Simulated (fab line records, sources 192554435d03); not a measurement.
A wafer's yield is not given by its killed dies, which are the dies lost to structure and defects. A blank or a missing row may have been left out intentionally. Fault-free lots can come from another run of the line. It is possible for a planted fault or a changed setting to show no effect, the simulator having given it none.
Comparing a struck lot with a sound one :: flow n5-finfet :: 37 steps out of a route of 1938
Sound: these wafers, L885.3, L885.5, L885.6. Wafers struck: L880.2, L880.3, L880.6. The cause is given at the end.
For every step that has rows: the tool of each side, followed by ch and its chambers, followed by its first start. Under that, the readings that differ: sound wafers :: struck wafers :: difference of the means :: sigmas: that difference in standard deviations of wafers without a fault.
alike: same words and numbers on both sides, and readings whose means sit less than 2 such deviations apart. not compared: any withheld reading, any reading some wafer has no value for, any bound like >300 that may hide the same value, and any number with overlapping values for which the record gives no deviation.
A row with sigmas, a row that says differs or no value, or rows on one side alone: a step with any of these is where the two part. Numbers that have no deviation but don't overlap get no sigmas and don't part them. Lack of a reading on every wafer of one side parts them only where that side has two or more wafers.

first, 8 steps without rows for these wafers: N5_BEOL_M1_ECD_50 (material Cu, target thk 300 nm); N5_BEOL_M1_ANNEAL_51 (time 90 s); N5_BEOL_M1_CMP_52 (polishes, stops on SiOC, t overpolish 6.8 s, target thk 40 nm); N5_BEOL_M1_PRE_CLEAN_60 (time 15 s); N5_BEOL_M1_CO_CAP_55 (material Co, precursor CCTBA/H2, target thk 2 nm, time 102.1 s); N5_BEOL_M1_PRE_CLEAN_56 (time 15 s); N5_BEOL_M1_DEP_57 (deposits SiCN from 3MS/NH3, target thk 8 nm, time 14 s); N5_BEOL_M2_ILD_DEP_00 (deposits SiOC from DEMS/O2, target thk 79 nm, time 15.3 s).
N5_BEOL_M2_PECVD_72: deposits SiO2 from TEOS/O2, target thk 16 nm, time 18 s.
  sound on pecvd-02 ch 0,1, day 12 10:07; struck on pecvd-04 ch 0,1, day 11 06:02
reading: susceptor-temp-C (C)
sound: 400.16 399.77 400.12
struck: 414.35 414.46 414.16
difference: +14.31
sigmas: +62

reading: model.SiO2_of_BEOL_M2_PECVD_72.thk-nm (nm)
sound: 15.8 16.2 16.2
struck: 14.6 14.4 15
difference: -1.4
sigmas: 
  alike: chamber-pressure-Torr, heater-power-w, showerhead-plenum-p-Torr, throttle-valve-pct
then, 25 steps without rows for these wafers: N5_BEOL_M2_HM_DEP_02 (deposits TiN, target thk 20 nm); N5_BEOL_M2_COAT_61 (time 60 s, resist thk 60 nm); N5_BEOL_M2_COAT_62 (time 60 s, resist thk 12 nm); N5_BEOL_M2_COAT_73 (time 60 s, resist thk 5 nm); N5_BEOL_M2_COAT_05 (resist thk 30 nm); N5_BEOL_M2_EBR_07; N5_BEOL_M2_SOFTBAKE_06 (time 60 s); N5_BEOL_M2_EXPOSE_08 (exposes mask M2); N5_BEOL_M2_PEB_09 (peb time 60 s); N5_BEOL_M2_DEVELOP_10 (develop time 30 s); N5_BEOL_M2_DESCUM_16 (chemistry O2, time 7 s); N5_BEOL_M2_ETCH_74 (etches underlayer in N2/H2, target depth 6.5 nm, time 5.2 s); N5_BEOL_M2_ETCH_63 (etches SiARC in CF4, target depth 15.6 nm, time 26 s); N5_BEOL_M2_ETCH_64 (etches SOC in N2/H2, target depth 75 nm, overetch 22.5 nm, time 121.9 s); N5_BEOL_M2_STRIP_65 (strips in N2/H2); N5_BEOL_M2_STRIP_75 (strips in N2/H2); N5_BEOL_M2_STRIP_66 (strips in CF4); N5_BEOL_M2_HM_OPEN_17 (chemistry Cl2/BCl3, target TiN, target depth 20 nm, overetch 6 nm); N5_BEOL_M2_STRIP_19 (strips in O2); N5_BEOL_M2_COAT_67 (time 60 s, resist thk 60 nm); N5_BEOL_M2_COAT_68 (time 60 s, resist thk 12 nm); N5_BEOL_M2_COAT_76 (time 60 s, resist thk 5 nm); N5_BEOL_M2_COAT_22 (resist thk 30 nm); N5_BEOL_M2_EBR_24; N5_BEOL_M2_SOFTBAKE_23 (time 60 s).
N5_BEOL_M2_HM_STRIP_39: strips TiN in peroxide tin strip, target depth 25 nm, time 158 s.
  sound on wet-bench-06 ch 2,4,7, day 12 13:10; struck on wet-bench-06 ch 1,2,5, day 11 12:37
reading: model.SiO2_of_BEOL_M2_PECVD_72.thk-nm (nm)
sound: 15.8 16 16
struck: 14.6 14.2 14.8
difference: -1.4
sigmas: 
N5_BEOL_M4_RC_MEAS_101:
  sound on prober-02 ch 0, day 13 19:29; struck on prober-01 ch 0, day 12 17:07
reading: DIBL_N (mV/V)
sound: 37.3 38.1 36.9
struck: 35.2 33.8 34.3
difference: -3.0
sigmas: -2

reading: DIBL_P (mV/V)
sound: 39.5 40.5 39.9
struck: 37.4 35.5 36.2
difference: -3.6
sigmas: -2

reading: SS_P (mV/dec)
sound: 73.9 74.5 73.9
struck: 72.5 71.9 72.4
difference: -1.8
sigmas: -3
  alike: IOFF_N, IOFF_P, ION_N, ION_P, SS_N, VT_N, VT_P
-- here the record skips 5 days between the struck wafers' starts before and after, leaving off in module BEOL_M4 and picking up in module PASSIVATION (first step shown: number 1936 of the route) --
N5_PASSIVATION_PROBE_49:
  rows exist in the record for the struck wafers here (prober-02, day 17 10:16), but not for the sound ones

== WHERE THEY PART ==
At N5_BEOL_M2_PECVD_72 first; at N5_PASSIVATION_PROBE_49 last (within this record only).

WHY: what the simulator had put in
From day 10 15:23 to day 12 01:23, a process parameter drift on pecvd-04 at N5_BEOL_M2_PECVD_72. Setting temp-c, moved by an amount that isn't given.
